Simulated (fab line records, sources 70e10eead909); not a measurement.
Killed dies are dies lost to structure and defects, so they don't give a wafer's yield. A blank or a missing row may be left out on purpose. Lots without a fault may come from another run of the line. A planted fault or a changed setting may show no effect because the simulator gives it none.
Chamber matching | flow nand_harc | NHARC_A_WL_FILL_ALD_02 on ald_metal-01: 4 sister chambers
The step deposits TiN, target thk 2 nm, pulse time 3 s, ald cycles 100. 4 wafers are shown with their chamber, then 12 later ones without.

WAFERS WITH THEIR CHAMBER
wafer  | chamber | heater_power_w (W)
L087.2 | 0       | 929
L087.4 | 1       | 1018
L087.5 | 2       | 1168
L087.6 | 3       | 922

WAFERS WITHOUT THEIR CHAMBER
wafer  | heater_power_w (W)
L091.4 | 1039
L091.5 | 946
L091.6 | 915
L092.1 | 941
L092.2 | 1040
L092.3 | 935
L094.2 | 1011
L094.4 | 1145
L094.5 | 1033
L095.3 | 1032
L095.5 | 904
L095.6 | 925

WHICH CHAMBER EACH WENT THROUGH
wafer  | from the rows above     | in truth
L091.4 | 1                       | 1
L091.5 | can't be placed: 0 or 3 | 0
L091.6 | can't be placed: 3 or 0 | 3
L092.1 | can't be placed: 0 or 3 | 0
L092.2 | 1                       | 1
L092.3 | can't be placed: 0 or 3 | 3
L094.2 | 1                       | 1
L094.4 | 2                       | 2
L094.5 | 1                       | 1
L095.3 | 1                       | 1
L095.5 | can't be placed: 3 or 0 | 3
L095.6 | can't be placed: 3 or 0 | 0
Placed correctly: 6 of 12. Can't be placed from these rows: 6 (the true chamber is among the candidates in 6). Placed wrongly: 0.
How it was worked out, from the rows above alone: a wafer's distance from a chamber is the root of the sum, over the readings, of the square of ((its reading less the chamber's mean) divided by the reading's scatter). The wafer belongs to the nearest chamber; if the next one is less than 2 further off, it can't be placed. A chamber's mean is the mean of its shown wafers. The scatter: with one shown wafer a chamber, the root of the mean of the squares of how far each hidden wafer lies from its nearest shown one.
